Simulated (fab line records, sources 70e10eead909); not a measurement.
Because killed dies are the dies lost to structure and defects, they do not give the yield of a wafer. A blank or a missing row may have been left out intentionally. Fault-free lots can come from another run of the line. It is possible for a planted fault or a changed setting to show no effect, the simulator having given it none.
Which tool is to blame? + flow nand harc + 24 lots, 72 wafers sampled, at 4 steps of a route of 1302

WHAT THE GAUGES READ, wafer by wafer
NHARC_P_M0_CD_MEAS_09 targets a cd of 90 nm. Usual: 89.9 nm for cd nm, sd 0.54.
| lot  | measured     | on        | cd nm (nm)     | flag |
|------|--------------|-----------|----------------|------|
| L074 | day 6 06:07  | cd sem-03 | 89.7 89.6 89.6 |      |
| L075 | day 6 09:35  | cd sem-01 | 89.1 89.6 90.0 |      |
| L076 | day 6 16:11  | cd sem-02 | 90.0 89.9 90.1 |      |
| L077 | day 7 10:58  | cd sem-03 | 89.7 89.9 90.2 |      |
| L078 | day 7 23:14  | cd sem-03 | 90.2 89.4 89.6 |      |
| L079 | day 8 05:43  | cd sem-03 | 90.2 89.4 90.2 |      |
| L080 | day 8 13:44  | cd sem-01 | 89.9 88.7 90.0 |      |
| L081 | day 9 06:22  | cd sem-01 | 90.3 90.1 90.7 |      |
| L082 | day 9 10:48  | cd sem-01 | 90.2 89.9 89.7 |      |
| L083 | day 9 19:45  | cd sem-02 | 90.0 90.7 90.2 |      |
| L084 | day 10 01:49 | cd sem-01 | 90.8 90.5 90.5 |      |
| L085 | day 10 16:35 | cd sem-03 | 89.0 89.1 89.5 |      |
| L086 | day 11 05:26 | cd sem-01 | 90.4 90.4 90.8 |      |
| L087 | day 12 05:11 | cd sem-02 | 89.4 89.7 89.1 |      |
| L089 | day 12 06:55 | cd sem-03 | 90.4 90.0 90.4 |      |
| L088 | day 12 07:09 | cd sem-02 | 90.1 89.9 89.6 |      |
| L090 | day 12 22:38 | cd sem-01 | 90.0 89.5 89.4 |      |
| L091 | day 13 06:06 | cd sem-02 | 89.6 89.8 90.7 |      |
| L092 | day 13 12:25 | cd sem-02 | 90.6 90.2 90.4 |      |
| L093 | day 14 03:52 | cd sem-02 | 89.4 89.2 89.6 |      |
| L094 | day 14 08:16 | cd sem-03 | 89.5 89.5 89.4 |      |
| L095 | day 14 16:32 | cd sem-02 | 91.2 90.0 90.7 |      |
| L097 | day 15 11:27 | cd sem-02 | 89.6 90.8 90.2 |      |
| L096 | day 15 12:19 | cd sem-02 | 89.1 89.1 89.1 |      |

NHARC_P_M0_THK_MEAS_24: measures by xrf. Usual: 117.9 nm for thk nm, sd 1.4.
| lot  | measured     | on            | thk nm (nm)       | flag |
|------|--------------|---------------|-------------------|------|
| L074 | day 6 08:55  | film metro-01 | 118.5 117.1 116.7 |      |
| L075 | day 6 12:10  | film metro-01 | 118.0 115.6 117.6 |      |
| L076 | day 6 18:44  | film metro-01 | 118.5 119.3 117.0 |      |
| L077 | day 7 13:29  | film metro-01 | 117.3 117.6 118.0 |      |
| L078 | day 8 01:46  | film metro-01 | 116.8 117.6 118.0 |      |
| L079 | day 8 08:31  | film metro-01 | 117.8 116.1 117.3 |      |
| L080 | day 8 16:14  | film metro-01 | 117.1 119.2 120.0 |      |
| L081 | day 9 08:52  | film metro-01 | 118.7 116.8 120.2 |      |
| L082 | day 9 13:18  | film metro-01 | 118.5 120.7 120.2 |      |
| L083 | day 9 22:29  | film metro-01 | 118.8 118.4 117.6 |      |
| L084 | day 10 04:20 | film metro-02 | 120.1 120.5 118.2 |      |
| L085 | day 10 19:05 | film metro-02 | 119.6 116.3 118.0 |      |
| L086 | day 11 08:07 | film metro-02 | 115.4 117.8 115.5 |      |
| L087 | day 12 07:47 | film metro-02 | 116.5 117.7 119.2 |      |
| L089 | day 12 09:31 | film metro-02 | 117.9 117.4 118.2 |      |
| L088 | day 12 09:41 | film metro-01 | 116.2 117.4 117.3 |      |
| L090 | day 13 01:16 | film metro-01 | 115.4 116.9 119.9 |      |
| L091 | day 13 08:36 | film metro-01 | 119.1 118.4 117.0 |      |
| L092 | day 13 14:58 | film metro-02 | 119.2 117.2 117.8 |      |
| L093 | day 14 06:22 | film metro-01 | 120.6 117.0 115.8 |      |
| L094 | day 14 10:48 | film metro-01 | 120.2 120.2 120.6 |      |
| L095 | day 14 19:04 | film metro-01 | 116.6 114.0 119.2 |      |
| L097 | day 15 13:57 | film metro-01 | 119.1 116.8 117.9 |      |
| L096 | day 15 14:59 | film metro-01 | 116.4 116.0 118.3 |      |

WHAT TOOL EACH LOT RAN ON (gives the tool, then ch and the chambers of the sampled wafers, and finally the start)
| lot  | NHARC_P_CONTACT_DEP_00                     | NHARC_P_CONTACT_CMP_01        |
|------|--------------------------------------------|-------------------------------|
| L074 | pecvd-01 ch 0,1,2, day 6 01:08 or earlier  | cmp-02 ch 0,2, day 6 01:08    |
| L075 | pecvd-01 ch 0,1,2, day 6 04:43 or earlier  | cmp-02 ch 0,1,2, day 6 04:43  |
| L076 | pecvd-03 ch 0,2, day 6 11:21 or earlier    | cmp-03 ch 0,1, day 6 11:21    |
| L077 | pecvd-03 ch 0,1,2, day 7 05:57 or earlier  | cmp-01 ch 0,2,3, day 7 05:57  |
| L078 | pecvd-01 ch 0,1,2, day 7 18:18 or earlier  | cmp-01 ch 1,2,3, day 7 18:18  |
| L079 | pecvd-03 ch 1,2, day 8 00:43 or earlier    | cmp-03 ch 0,2, day 8 00:43    |
| L080 | pecvd-01 ch 1,2, day 8 08:52 or earlier    | cmp-01 ch 1,2,3, day 8 08:52  |
| L081 | pecvd-04 ch 1,2, day 9 01:17 or earlier    | cmp-01 ch 0,1,3, day 9 01:17  |
| L082 | pecvd-04 ch 0,2, day 9 05:37 or earlier    | cmp-03 ch 1,2,3, day 9 05:37  |
| L083 | pecvd-04 ch 0,2, day 9 14:54 or earlier    | cmp-01 ch 0,1, day 9 14:54    |
| L084 | pecvd-01 ch 0,1, day 9 20:58 or earlier    | cmp-02 ch 0,2, day 9 20:58    |
| L085 | pecvd-01 ch 1,2, day 10 11:35 or earlier   | cmp-02 ch 0,1,2, day 10 11:35 |
| L086 | pecvd-04 ch 0,1, day 11 00:22 or earlier   | cmp-02 ch 1,3, day 11 00:22   |
| L087 | pecvd-03 ch 0,2, day 12 00:22 or earlier   | cmp-01 ch 2,3, day 12 00:22   |
| L089 | pecvd-01 ch 1,2, day 12 01:41 or earlier   | cmp-01 ch 0,2,3, day 12 01:41 |
| L088 | pecvd-03 ch 0,1,2, day 12 01:52 or earlier | cmp-01 ch 0,3, day 12 01:52   |
| L090 | pecvd-01 ch 0,2, day 12 17:44 or earlier   | cmp-01 ch 0,2,3, day 12 17:44 |
| L091 | pecvd-03 ch 0,2, day 13 01:07 or earlier   | cmp-03 ch 1,3, day 13 01:07   |
| L092 | pecvd-04 ch 0,1,2, day 13 07:23 or earlier | cmp-02 ch 2,3, day 13 07:23   |
| L093 | pecvd-01 ch 0, day 13 22:14                | cmp-02 ch 1,3, day 13 22:50   |
| L094 | pecvd-03 ch 0,1,2, day 14 03:16 or earlier | cmp-02 ch 0,1,3, day 14 03:16 |
| L095 | pecvd-04 ch 1,2, day 14 11:34 or earlier   | cmp-01 ch 1,3, day 14 11:34   |
| L097 | pecvd-04 ch 0,2, day 15 06:39 or earlier   | cmp-01 ch 0,1,2, day 15 06:39 |
| L096 | pecvd-01 ch 0,1, day 15 07:23 or earlier   | cmp-01 ch 1,2,3, day 15 07:23 |
- NHARC_P_CONTACT_DEP_00: deposits SiO2, target thk 500 nm.
- NHARC_P_CONTACT_CMP_01: polishes SiO2, target thk 200 nm.

WHAT THE TOOLS THEMSELVES READ (means of the sampled wafers that have a number; where no wafer has one, the mark that the record gives instead)
NHARC_P_CONTACT_DEP_00. Usual: chamber pressure Torr 6.501 Torr, standard deviation 0.015; heater power w 535 W, standard deviation 80; susceptor temp C 400.02 C, standard deviation 0.22; throttle valve pct 15.9 %, standard deviation 0.53.
| lot  | tool     | chamber pressure Torr (Torr) | heater power w (W) | susceptor temp C (C) | throttle valve pct (%) | flag |
|------|----------|------------------------------|--------------------|----------------------|------------------------|------|
| L074 | pecvd-01 | 6.506                        | 556                | 400.19               | 16.1                   |      |
| L075 | pecvd-01 | 6.500                        | 519                | 399.98               | 16.0                   |      |
| L076 | pecvd-03 | 6.498                        | 598                | 399.93               | 16.6                   |      |
| L077 | pecvd-03 | 6.504                        | 597                | 399.86               | 16.2                   |      |
| L078 | pecvd-01 | 6.501                        | 478                | 399.89               | 15.9                   |      |
| L079 | pecvd-03 | 6.493                        | 529                | 400.01               | 16.3                   |      |
| L080 | pecvd-01 | 6.500                        | 480                | 399.86               | 16.2                   |      |
| L081 | pecvd-04 | 6.497                        | 455                | 399.69               | 15.8                   |      |
| L082 | pecvd-04 | 6.490                        | 561                | 399.66               | 15.6                   |      |
| L083 | pecvd-04 | 6.500                        | 470                | 400.06               | 16.0                   |      |
| L084 | pecvd-01 | 6.508                        | 507                | 399.91               | 16.4                   |      |
| L085 | pecvd-01 | 6.510                        | 500                | 400.06               | 15.9                   |      |
| L086 | pecvd-04 | 6.490                        | 566                | 400.03               | 15.3                   |      |
| L087 | pecvd-03 | 6.510                        | 655                | 400.09               | 16.1                   |      |
| L089 | pecvd-01 | 6.483                        | 462                | 400.04               | 15.9                   |      |
| L088 | pecvd-03 | 6.500                        | 581                | 399.90               | 16.0                   |      |
| L090 | pecvd-01 | 6.515                        | 534                | 399.80               | 15.9                   |      |
| L091 | pecvd-03 | 6.512                        | 559                | 400.02               | 16.8                   |      |
| L092 | pecvd-04 | 6.496                        | 526                | 400.12               | 15.3                   |      |
| L093 | pecvd-01 | 6.491                        | 557                | 400.21               | 16.1                   |      |
| L094 | pecvd-03 | 6.506                        | 550                | 400.12               | 16.0                   |      |
| L095 | pecvd-04 | 6.489                        | 555                | 399.98               | 15.4                   |      |
| L097 | pecvd-04 | 6.504                        | 566                | 399.95               | 15.6                   |      |
| L096 | pecvd-01 | 6.499                        | 562                | 400.24               | 16.0                   |      |

NHARC_P_CONTACT_CMP_01. Usual: edge zone pressure frac 0.999, standard deviation 0.0051; motor current A 12.4 A, standard deviation 1.1.
| lot  | tool   | edge zone pressure frac | motor current A (A) | flag |
|------|--------|-------------------------|---------------------|------|
| L074 | cmp-02 | 1.004                   | 12.8                |      |
| L075 | cmp-02 | 1.003                   | 12.6                |      |
| L076 | cmp-03 | 0.997                   | 12.2                |      |
| L077 | cmp-01 | 1.002                   | 11.5                |      |
| L078 | cmp-01 | 1.000                   | 12.1                |      |
| L079 | cmp-03 | 1.000                   | 12.1                |      |
| L080 | cmp-01 | 1.001                   | 11.6                |      |
| L081 | cmp-01 | 0.998                   | 12.4                |      |
| L082 | cmp-03 | 0.997                   | 13.5                |      |
| L083 | cmp-01 | 0.998                   | 12.3                |      |
| L084 | cmp-02 | 0.999                   | 13.7                |      |
| L085 | cmp-02 | 1.003                   | 12.4                |      |
| L086 | cmp-02 | 1.000                   | 12.8                |      |
| L087 | cmp-01 | 0.997                   | 12.3                |      |
| L089 | cmp-01 | 0.997                   | 11.5                |      |
| L088 | cmp-01 | 1.000                   | 12.2                |      |
| L090 | cmp-01 | 0.997                   | 11.8                |      |
| L091 | cmp-03 | 0.997                   | 14.1                |      |
| L092 | cmp-02 | 1.001                   | 13.5                |      |
| L093 | cmp-02 | 1.001                   | 12.4                |      |
| L094 | cmp-02 | 0.996                   | 12.2                |      |
| L095 | cmp-01 | 1.005                   | 12.3                |      |
| L097 | cmp-01 | 1.002                   | 11.5                |      |
| L096 | cmp-01 | 0.999                   | 11.7                |      |

THE ANSWER, worked out from the rows above alone
Rule: take the mean of a lot's wafers that have a number; if it is more than 3 standard deviations from the usual mean, the lot is off. A lot without any number at a reading at which 4 lots or more have one is off too. Any other lot the step has rows for is counted as sound. After the gauges, taken in route order, come the tools' own readings; for these a lot's mean is taken, as printed above. At the first step where some lot is off, the reading lying furthest off is the one used; lots without a number count as furthest.
Across all readings shown, no lot is off: no conclusion can be drawn from this.

WHAT THE SIMULATOR HAD PUT IN
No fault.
